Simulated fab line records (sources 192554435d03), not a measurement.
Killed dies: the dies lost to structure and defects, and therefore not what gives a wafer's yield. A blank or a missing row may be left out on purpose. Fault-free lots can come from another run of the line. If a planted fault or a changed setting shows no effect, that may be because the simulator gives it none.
The same fault as seen by 2 desks	flow n5Finfet	numbers are kept per desk, each desk with only its own; the story behind them comes last

== THE TOOL OWNER'S DESK: krfScanner-01 ==
The tool's own readings at N5_BEOL_M12_EXPOSE_07 (exposes mask V11): means of the sampled wafers that have a number, for each lot that ran on this tool. A lot is out of limits, marked OUT, if its mean lies more than 4 standard deviations from the usual mean; the brackets give that distance.
Columns: A = exposureDoseMJCm2 at N5_BEOL_M12_EXPOSE_07, usual 32.46
lot	first seen here	A
L924	day 12 11:54	32.44
L929	day 13 14:44	32.43
L927	day 13 18:30	32.49
L930	day 13 23:04	32.50
L931	day 13 23:42	34.58 (+62) OUT
L936	day 15 09:16	34.14 (+49) OUT
This desk finds L931, L936 out of limits, L931 being first, at day 13 23:42 (exposureDoseMJCm2 at N5_BEOL_M12_EXPOSE_07). In limits: L924, L929, L927, L930.

== THE METROLOGY DESK ==
Means of the sampled wafers that have a number, per lot and without regard to the tool the lot ran on: this is what the gauges read. A lot is out of limits, marked OUT, if its mean lies more than 4 standard deviations from the usual mean; the brackets give that distance.
Columns: A = M11_THK at N5_BEOL_M11_THK_MEAS_53, usual 137 nm; B = cdNm at N5_BEOL_M12_CD_MEAS_10, usual 140.3 nm
lot	first seen here	A	B
L917	day 10 19:16	134	140.8
L920	day 11 01:01	138	138.9
L919	day 11 01:52	136	140.1
L924	day 12 11:19	138	138.5
L923	day 13 02:05	140	140.8
L929	day 13 14:10	136	141.8
L928	day 13 14:24	136	138.8
L927	day 13 17:55	137	140.2
L930	day 13 22:37	131	140.4
L931	day 13 23:15	138	147.0
L936	day 15 08:38	133	146.5
L939	day 16 08:25	138	143.6
Result from this desk: across the 12 lots, nothing is out of limits.

== BROUGHT TOGETHER ==
An alarm could have come from the tool owner's desk at day 13 23:42, on L931, L936.
At the metrology desk, nothing out of limits was observed.
The metrology desk has L931, L936 on record, within its limits.
N5_BEOL_M12_EXPOSE_07 was run on krfScanner-01 by each of the lots named.

== WHAT WAS PUT IN BY THE SIMULATOR ==
Process parameter drift: krfScanner-01, from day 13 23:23 on, at N5_BEOL_M12_EXPOSE_07. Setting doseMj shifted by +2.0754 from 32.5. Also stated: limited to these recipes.
Shown lots that were struck: L931, L936.
Each desk's first reading out of limits, in hours after the fault started: the tool owner's desk, 0.
